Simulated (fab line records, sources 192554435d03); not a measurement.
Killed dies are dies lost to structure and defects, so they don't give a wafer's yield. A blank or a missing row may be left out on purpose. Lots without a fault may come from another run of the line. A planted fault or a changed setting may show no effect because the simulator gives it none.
A struck lot beside a sound one | flow n5_finfet | 15 steps out of a route of 1938
Sound: wafers L710.3, L710.4, L710.6. Struck: wafers L713.2, L713.4, L713.5. The cause comes at the end.
At each step with rows: each side's tool, then ch and its chambers, then its first start. Under that, the readings that differ: sound wafers | struck wafers | difference of the means | sigmas: that difference in standard deviations of wafers without a fault.
alike: readings whose means differ by less than 2 such deviations, and words and numbers that are the same on both sides. not compared: withheld readings, readings that some wafer has no value for, bounds like >300 that may hide the same value, and numbers for which the record gives no deviation and whose values overlap.
The two part at a step that has a row with sigmas, a row that says differs or no value, or rows on one side only. Numbers that don't overlap but have no deviation are shown without sigmas and don't part them. A reading that every wafer of one side lacks parts them only if that side has two wafers or more.

first, 6 steps without rows for these wafers: N5_MIM_BOT_LITHO_EBR_04; N5_MIM_BOT_LITHO_SOFTBAKE_03 (time 90 s); N5_MIM_BOT_LITHO_EXPOSE_05 (exposes mask MIM BOT); N5_MIM_BOT_LITHO_PEB_06; N5_MIM_BOT_LITHO_DEVELOP_07 (develop time 60 s); N5_MIM_BOT_LITHO_HARDBAKE_09 (time 120 s).
N5_MIM_BOT_LITHO_CD_MEAS_08: target cd 3000 nm.
  sound on cd_sem-03 ch 0, day 15 06:11; struck on cd_sem-03 ch 0, day 16 18:38
  alike: cd_nm
N5_MIM_BOT_LITHO_OVL_MEAS_11:
  sound on overlay-01 ch 0, day 15 06:13; struck on overlay-02 ch 0, day 16 18:40
  alike: MIM_BOT_OVL
N5_MIM_BOT_LITHO_INSPECT_12: inspects for defects (macro).
  sound on defect_inspect-01, day 15 06:14; struck on defect_inspect-02, day 16 18:42
  alike: raw_defect_count
N5_MIM_BOT_LITHO_DESCUM_10: chemistry O2, time 7.9 s.
  sound on rie_diel-06 ch 1,2,3, day 15 06:16; struck on rie_diel-06 ch 0,2, day 16 19:17
  alike: drypump_motor_current_A, oes_product_au, rf_vpp_V, showerhead_plenum_p_Torr, throttle_valve_pct
  not compared: rf_hours_counter_h
N5_MIM_BOT_ETCH_ETCH_04: etches SiNx in CF4/O2, target depth 26 nm, time 13 s.
  sound on rie_diel-06 ch 1,2,3, day 15 06:20; struck on rie_diel-06 ch 0,2, day 16 19:21
  reading             | sound          | struck         | difference | sigmas
  oes_o_777_au (a.u.) | 0.70 0.81 0.76 | 0.79 0.97 0.97 | +0.15      | +2
  rf_vpp_V (V)        | 243 239 236    | 241 253 255    | +10        | +2
  alike: drypump_motor_current_A, mfc_ar_sccm, oes_product_au, showerhead_plenum_p_Torr, throttle_valve_pct
  not compared: rf_hours_counter_h
N5_MIM_BOT_ETCH_ETCH_03: etches the open film in Cl2/BCl3, target depth 12 nm.
  sound on rie_metal-02 ch 0,1, day 15 06:27; struck on rie_metal-03 ch 0,1, day 16 19:26
  alike: drypump_motor_current_A, oes_product_au, throttle_valve_pct
  not compared: rf_hours_counter_h
N5_MIM_BOT_ETCH_ETCH_00: etches TiN in Cl2/BCl3, target depth 45.5 nm.
  sound on rie_metal-02 ch 0,1, day 15 06:33; struck on rie_metal-03 ch 0,1, day 16 19:32
  reading                  | sound             | struck           | difference | sigmas
  model.etch.depth_nm (nm) | 43.22 46.93 47.04 | 37.8 37.86 39.33 | -7.4       |
  alike: drypump_motor_current_A, mfc_ar_sccm, oes_product_au, throttle_valve_pct
  not compared: rf_hours_counter_h
N5_MIM_BOT_ETCH_STRIP_01: strips in O2.
  sound on rie_diel-04 ch 0,2,3, day 15 06:39; struck on rie_diel-06 ch 1,3, day 16 19:40
  alike: drypump_motor_current_A, oes_product_au, rf_vpp_V, showerhead_plenum_p_Torr, throttle_valve_pct
  not compared: rf_hours_counter_h
N5_PASSIVATION_PROBE_49:
  the record has rows for the struck wafers here (prober-01, day 17 05:05) and none for the sound ones

WHERE THEY PART
First at N5_MIM_BOT_ETCH_ETCH_04; last, within this record, at N5_PASSIVATION_PROBE_49.

WHY: what the simulator had put in
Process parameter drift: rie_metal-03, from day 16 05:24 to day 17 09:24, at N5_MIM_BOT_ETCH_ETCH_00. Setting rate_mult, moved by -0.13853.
